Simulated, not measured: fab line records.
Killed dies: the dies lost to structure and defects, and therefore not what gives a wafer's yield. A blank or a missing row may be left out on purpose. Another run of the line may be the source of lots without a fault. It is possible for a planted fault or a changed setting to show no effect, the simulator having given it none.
8D (eight disciplines) problem report, filled in by code :: flow nandHarc :: the parts of the form that need people (team, actions taken, sign-off) are left out

== 1. WHAT IS WRONG ==
heaterPowerTotalW at NHARC_A_M1_SOFTBAKE_04 reads a mean of 200.14 W on 6 wafers of 2 lots; wafers without a fault read 188.45 W with a standard deviation of 0.14. Relative to the usual mean, that is a shift of +83 standard deviations.
The step: time 55 s.
First seen on wafer L175.3, day 27 02:00, on lithoTrack-06. Wafers with a number at this step in the record: 39, from 13 lots. Rule for "out", or "out of limits": more than 4 standard deviations from the usual mean. The other wafers with a number count as sound.

== 2. WHAT IT IS, WHAT IT ISN'T ==
question: which readings at this step
is: heaterPowerTotalW
is not: -

question: which lots
is: L175, L176
is not: L166, L167, L169, L170, L181, L184, L185, L186, L187, L188, L189

question: which wafers of those lots
is: all that have a number
is not: -

question: read on which tools
is: lithoTrack-06
is not: lithoTrack-01, lithoTrack-04

question: when
is: from day 27 02:00
is not: up to then (12 sound wafers); but 21 sound wafers of L181, L184, L185, L186, L187, L188, L189 came after

== 3. THE SUSPECTS, EACH WITH WHAT RULES IT OUT ==
Counting: a tool at a process step up to the reading stays a suspect if it ran every lot that is out and no sound lot after the first of them.
- pecvd-01 at NHARC_A_M0_DEP_32 (deposits SiCN, target thk 30 nm): ruled out as a lasting fault. After its first lot that is out, L175 (day 27 01:48), sound lots L181, L189 ran on it.
- lithoTrack-06 at NHARC_A_M1_SOFTBAKE_04 (time 55 s): ruled out as a lasting fault. After its first lot that is out, L175 (day 27 02:00), sound lots L186, L188, L189 ran on it.
Left after counting: nothing in the record.

== 4. THE CAUSE (what the simulator had put in) ==
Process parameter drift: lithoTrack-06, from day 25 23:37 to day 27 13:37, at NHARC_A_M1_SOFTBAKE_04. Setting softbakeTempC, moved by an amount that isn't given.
Counting ruled it out, wrongly.

== 5. THE EFFECT CHAIN, in route order ==
Each row: a reading where the mean over the struck wafers with a number is more than 3 standard deviations away from the usual. Scope: only readings with a usual standard deviation given in the record; hours: median across lots of the time from each lot's start at the first step in this table that gives one to its start at this step; sigmas: change in usual standard deviations.
hours: 0
step: NHARC_A_M1_SOFTBAKE_04
reading: heaterPowerTotalW
usual: 188.45 W
on struck wafers: 200.14
change: +11.69
sigmas: +83
It contains these process steps:
- NHARC_A_M1_SOFTBAKE_04: time 55 s.
Later steps that measure or inspect, where all struck wafers having a row at the step show a number for every such reading and not one has moved that far: NHARC_END_SORT_01.

== 6. HOW IT WOULD HAVE BEEN CAUGHT EARLIER ==
In this record no reading fell out of limits until day 27 02:00, 26 hours after the fault had begun at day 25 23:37.
